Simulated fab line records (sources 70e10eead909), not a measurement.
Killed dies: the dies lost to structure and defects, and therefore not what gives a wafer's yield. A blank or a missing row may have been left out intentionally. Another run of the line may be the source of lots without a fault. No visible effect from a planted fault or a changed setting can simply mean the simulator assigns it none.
Chamber matching | flow nand harc | 4 sister chambers for NHARC_P_GATE_DESCUM_61 on rie diel-03
The step chemistry O2, time 3 s. 4 wafers are shown with their chamber, then 7 later ones without.

== WAFERS PAIRED WITH THEIR CHAMBERS ==
wafer  | chamber | showerhead plenum p Torr (Torr)
L087.2 | 3       | 2.03
L087.6 | 0       | 1.98
L087.1 | 1       | 1.81
L087.3 | 2       | 2.02

== WAFERS WHOSE CHAMBER IS MISSING ==
wafer  | showerhead plenum p Torr (Torr)
L087.5 | 1.81
L089.2 | 1.97
L089.3 | 2.02
L089.5 | 1.81
L096.2 | 2.02
L096.5 | 1.81
L096.6 | 2.02

== CHAMBER TAKEN BY EACH ==
wafer  | from the rows above | in truth
L087.5 | 1                   | 1
L089.2 | 0                   | 0
L089.3 | 2                   | 2
L089.5 | 1                   | 1
L096.2 | 2                   | 2
L096.5 | 1                   | 1
L096.6 | 2                   | 2
Placed correctly: 7 of 7. Can't be placed from these rows: 0. 0 placed wrongly.
How it was worked out, from the rows above alone: a wafer's distance from a chamber is the root of the sum, over the readings, of the square of ((its reading less the chamber's mean) divided by the reading's scatter). If the next closest chamber is less than 2 further off than the closest, the wafer can't be placed; otherwise it belongs to the closest. A chamber's mean is the mean of its shown wafers. The scatter: with one shown wafer a chamber, the root of the mean of the squares of how far each hidden wafer lies from its nearest shown one.
